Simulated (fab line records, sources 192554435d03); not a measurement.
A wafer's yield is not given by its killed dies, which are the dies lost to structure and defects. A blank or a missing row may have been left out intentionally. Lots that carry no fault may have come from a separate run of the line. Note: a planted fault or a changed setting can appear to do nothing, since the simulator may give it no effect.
A struck lot beside a sound one :: flow n5Finfet :: 38 out of 1938 route steps
Sound: wafers L520.1, L520.2, L520.5. Struck: wafer L531.6. (L531.1, L531.3 of the same lot were not struck and are left out.) The cause comes at the end.
Per side, at each step with rows, come the tool, then ch with its chambers, and then its first start. Under that, the readings that differ: sound wafers :: struck wafers :: difference of the means :: sigmas: that difference in standard deviations of wafers without a fault.
alike: same words and numbers on both sides, and readings whose means sit less than 2 such deviations apart. not compared: any withheld reading, any reading some wafer has no value for, any bound like >300 that may hide the same value, and any number with overlapping values for which the record gives no deviation.
A row with sigmas, a row that says differs or no value, or rows on one side alone: a step with any of these is where the two part. When numbers do not overlap yet have no deviation, they are printed without sigmas and do not part them. A reading missing from all wafers of one side parts the sides only when that side holds two or more wafers.

first, 8 steps without rows for these wafers: N5_MOL_CONTACT_COAG_PRECLEAN_138 (cleans in alkaline clean, time 60 s); N5_MOL_CONTACT_COAG_SRD_139 (time 30 s); N5_MOL_CONTACT_COAG_PRE_CLEAN_121; N5_MOL_CONTACT_COAG_CVD_140 (deposits W, target thk 66.5 nm, time 215 s); N5_MOL_CONTACT_COAG_PRECLEAN_127 (cleans in DIW, time 57.5 s); N5_MOL_CONTACT_COAG_SRD_128 (dry time 32 s); N5_MOL_CONTACT_COAG_CMP_52 (polishes, stops on SiO2, t overpolish 1.5 s, target thk 66.5 nm); N5_MOL_CONTACT_COAG_ANNEAL_112 (time 1800 s).
N5_BEOL_M0_SAQP_PECVD_00: deposits SiCN from 3MS/NH3, target thk 8 nm, time 14 s.
  sound on pecvd-02 ch 0,2, day 5 21:50; struck on pecvd-02 ch 0, day 8 16:32
  alike: showerheadPlenumPTorr, throttleValvePct
then, 25 steps without rows for these wafers: N5_BEOL_M0_SAQP_ILD_DEP_01 (deposits SiOC from DEMS/O2, target thk 45.419 nm, time 8.7 s); N5_BEOL_M0_SAQP_HM_DEP_02 (deposits TiN, target thk 12 nm); N5_BEOL_M0_SAQP_PECVD_03 (deposits SiCN from 3MS/NH3, target thk 12 nm, time 21.1 s); N5_BEOL_M0_SAQP_PECVD_96 (deposits a-Si from SiH4/He, target thk 45 nm, time 45.2 s); N5_BEOL_M0_SAQP_PECVD_97 (deposits SiNx from SiH4/NH3/N2, target thk 23 nm, time 19.9 s); N5_BEOL_M0_SAQP_PECVD_04 (deposits a-Si from SiH4/He, target thk 60 nm, time 60.2 s); N5_BEOL_M0_SAQP_HM_DEP_111 (deposits SiO2 from SiH4/N2O, target thk 12 nm, time 7.2 s); N5_BEOL_M0_SAQP_COAT_81 (time 60 s, resist thk 100 nm); N5_BEOL_M0_SAQP_COAT_82 (time 60 s, resist thk 30 nm); N5_BEOL_M0_SAQP_COAT_08 (resist thk 90 nm); N5_BEOL_M0_SAQP_EBR_10; N5_BEOL_M0_SAQP_SOFTBAKE_09 (time 60 s); N5_BEOL_M0_SAQP_EXPOSE_11 (exposes mask M0 CORE, target cd 42 nm); N5_BEOL_M0_SAQP_PEB_12 (peb time 60 s); N5_BEOL_M0_SAQP_DEVELOP_13 (develop time 30 s); N5_BEOL_M0_SAQP_DESCUM_19 (chemistry O2, time 7.9 s); N5_BEOL_M0_SAQP_ETCH_83 (etches SiARC in CF4, target depth 39 nm, time 65 s); N5_BEOL_M0_SAQP_ETCH_84 (etches SOC in N2/H2, target depth 100 nm, overetch 20 nm, time 150 s); N5_BEOL_M0_SAQP_STRIP_80 (strips in N2/H2); N5_BEOL_M0_SAQP_HM_OPEN_112 (chemistry CHF3/O2, target SiO2, stops on a-Si, target depth 12 nm, time 13.5 s); N5_BEOL_M0_SAQP_STRIP_113 (strips in CHF3/O2); N5_BEOL_M0_SAQP_MANDREL_ETCH_20 (etches a-Si in HBr/Cl2, stops on SiNx, target depth 60 nm, bt time 10 s, time 30 s); N5_BEOL_M0_SAQP_STRIP_86 (strips in N2/H2); N5_BEOL_M0_SAQP_STRIP_115 (strips in post etch residue remover, time 60 s); N5_BEOL_M0_SAQP_SRD_93 (time 30 s).
N5_BEOL_M0_SAQP_INSPECT_42: inspects for defects (brightfield).
  sound on defectInspect-01, day 6 04:23; struck on defectInspect-01, day 9 04:07
reading: rawDefectCount
sound: 365 254 271
struck: 681
difference: +384
sigmas: +3
N5_BEOL_M0_CUTY_INSPECT_59: inspects for defects (macro).
  sound on defectInspect-01, day 6 05:55; struck on defectInspect-02, day 9 05:47
reading: rawDefectCount
sound: 4 4 2
struck: >300
difference: differs
sigmas: 
-- a jump in the record: the struck wafers' starts before and after are 2 days apart (it breaks off in module BEOL_M0_CUTY and resumes in module BEOL_M4, where the first step shown is number 1111 of the route) --
N5_BEOL_M4_RC_MEAS_101:
  sound on prober-01 ch 0, day 8 10:20; struck on prober-02 ch 0, day 11 06:55
  alike: DIBL_N, DIBL_P, IOFF_N, IOFF_P, ION_N, ION_P, SS_N, SS_P, VT_N, VT_P
-- the record jumps here: 4 days lie between the struck wafers' starts before and after (it left off in module BEOL_M4 and takes up again in module PASSIVATION, whose first step shown is number 1936 of the route) --
N5_PASSIVATION_PROBE_49:
  only the struck wafers here have rows in the record (prober-01, day 15 10:50); the sound ones have none

WHERE THEY PART
First at N5_BEOL_M0_SAQP_INSPECT_42; last, within this record, at N5_PASSIVATION_PROBE_49.

WHY: what the simulator had put in
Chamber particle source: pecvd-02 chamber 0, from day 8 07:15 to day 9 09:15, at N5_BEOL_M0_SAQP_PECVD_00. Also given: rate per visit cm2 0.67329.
